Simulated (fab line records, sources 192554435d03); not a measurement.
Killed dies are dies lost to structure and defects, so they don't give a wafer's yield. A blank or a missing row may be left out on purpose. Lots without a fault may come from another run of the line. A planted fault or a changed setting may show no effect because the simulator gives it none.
Chamber matching | flow n5_finfet | N5_MOL_CONTACT_COAG_ETCHBACK_132 on rie_diel-03: 4 sister chambers
The step etches SiO2 in CHF3, target depth 10 nm, time 6.7 s. 16 wafers are shown with their chamber, then 8 later ones without.

WAFERS WITH THEIR CHAMBER
wafer  | chamber | showerhead_plenum_p_Torr (Torr) | rf_vpp_V (V) | throttle_valve_pct (%)
L076.3 | 2       | 2.44                            | 539          | 18.43
L076.4 | 3       | 2.42                            | 533          | 18.80
L076.6 | 3       | 2.42                            | 534          | 18.80
L088.4 | 3       | 2.41                            | 534          | 18.87
L088.5 | 0       | 2.36                            | 535          | 18.83
L088.6 | 1       | 2.32                            | 524          | 18.54
L089.2 | 2       | 2.42                            | 537          | 18.50
L089.5 | 2       | 2.42                            | 536          | 18.50
L089.6 | 1       | 2.32                            | 523          | 18.54
L091.2 | 0       | 2.36                            | 534          | 18.82
L091.5 | 2       | 2.42                            | 537          | 18.50
L091.6 | 3       | 2.41                            | 534          | 18.87
L094.2 | 2       | 2.42                            | 537          | 18.50
L094.3 | 1       | 2.31                            | 524          | 18.58
L094.5 | 2       | 2.42                            | 536          | 18.50
L095.2 | 3       | 2.40                            | 534          | 18.47

SIGNATURES (means of the wafers above)
reading                  | chamber 0 | chamber 1 | chamber 2 | chamber 3 | scatter within a chamber
showerhead_plenum_p_Torr | 2.3600    | 2.3167    | 2.4233    | 2.4120    | 0.00753
rf_vpp_V                 | 534.50    | 523.67    | 537.00    | 533.80    | 0.815
throttle_valve_pct       | 18.8250   | 18.5533   | 18.4883   | 18.7620   | 0.0986
Rule: a wafer's distance from a chamber is the root of the sum, over the readings, of the square of ((its reading less the chamber's mean) divided by the reading's scatter). The wafer belongs to the nearest chamber; if the next one is less than 2 further off, it can't be placed. The scatter: the root of (the sum of the squares of (reading less its chamber's mean) over the shown wafers, divided by (wafers less chambers)).

WAFERS WITHOUT THEIR CHAMBER
wafer  | showerhead_plenum_p_Torr (Torr) | rf_vpp_V (V) | throttle_valve_pct (%)
L095.4 | 2.36                            | 535          | 18.83
L095.5 | 2.36                            | 534          | 18.84
L096.1 | 2.35                            | 534          | 18.85
L096.4 | 2.31                            | 523          | 18.58
L096.6 | 2.42                            | 537          | 18.51
L097.3 | 2.35                            | 533          | 18.85
L097.4 | 2.40                            | 533          | 18.46
L097.6 | 2.41                            | 536          | 18.53

WHICH CHAMBER EACH WENT THROUGH
wafer  | from the rows above     | in truth
L095.4 | 0                       | 0
L095.5 | 0                       | 0
L096.1 | 0                       | 0
L096.4 | 1                       | 1
L096.6 | 2                       | 2
L097.3 | 0                       | 0
L097.4 | 3                       | 3
L097.6 | can't be placed: 2 or 3 | 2
Placed correctly: 7 of 8. Can't be placed from these rows: 1 (the true chamber is among the candidates in 1). Placed wrongly: 0.
